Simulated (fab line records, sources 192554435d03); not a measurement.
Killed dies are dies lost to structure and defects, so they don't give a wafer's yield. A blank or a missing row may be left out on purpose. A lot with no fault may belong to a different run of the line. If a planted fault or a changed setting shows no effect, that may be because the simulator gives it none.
Matching of chambers + flow n5Finfet + 4 sister chambers for N5_MIM_BOT_ETCH_ETCH_04 on rieDiel-05
The step etches SiNx in CF4/O2, target depth 26 nm, time 13 s. 4 wafers are shown with their chamber, then 8 later ones without.

== WAFERS, EACH WITH ITS CHAMBER ==
| wafer  | chamber | drypumpMotorCurrentA (A) |
|--------|---------|--------------------------|
| L086.1 | 3       | 6.0                      |
| L086.3 | 1       | 5.8                      |
| L086.5 | 0       | 6.1                      |
| L093.2 | 2       | 5.5                      |

== WAFERS WHOSE CHAMBER IS MISSING ==
| wafer  | drypumpMotorCurrentA (A) |
|--------|--------------------------|
| L093.3 | 6.1                      |
| L093.5 | 5.7                      |
| L094.1 | 5.5                      |
| L094.5 | 6.1                      |
| L094.6 | 5.8                      |
| L095.1 | 6.1                      |
| L095.4 | 5.8                      |
| L095.5 | 5.8                      |

== WHICH CHAMBER EACH ONE RAN IN ==
| wafer  | from the rows above | in truth                   |
|--------|---------------------|----------------------------|
| L093.3 | 0                   | 0                          |
| L093.5 | 1                   | 1                          |
| L094.1 | 2                   | 2                          |
| L094.5 | 0                   | 0                          |
| L094.6 | 1                   | 1                          |
| L095.1 | 0                   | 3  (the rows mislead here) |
| L095.4 | 1                   | 1                          |
| L095.5 | 1                   | 1                          |
7 of 8 placed correctly. Can't be placed from these rows: 0. 1 placed wrongly.
How it was worked out, from the rows above alone: a wafer's distance from a chamber is the root of the sum, over the readings, of the square of ((its reading less the chamber's mean) divided by the reading's scatter). The wafer belongs to the nearest chamber; if the next one is less than 2 further off, it can't be placed. Each chamber's mean is taken over the wafers shown for it. The scatter: with one shown wafer a chamber, the root of the mean of the squares of how far each hidden wafer lies from its nearest shown one.
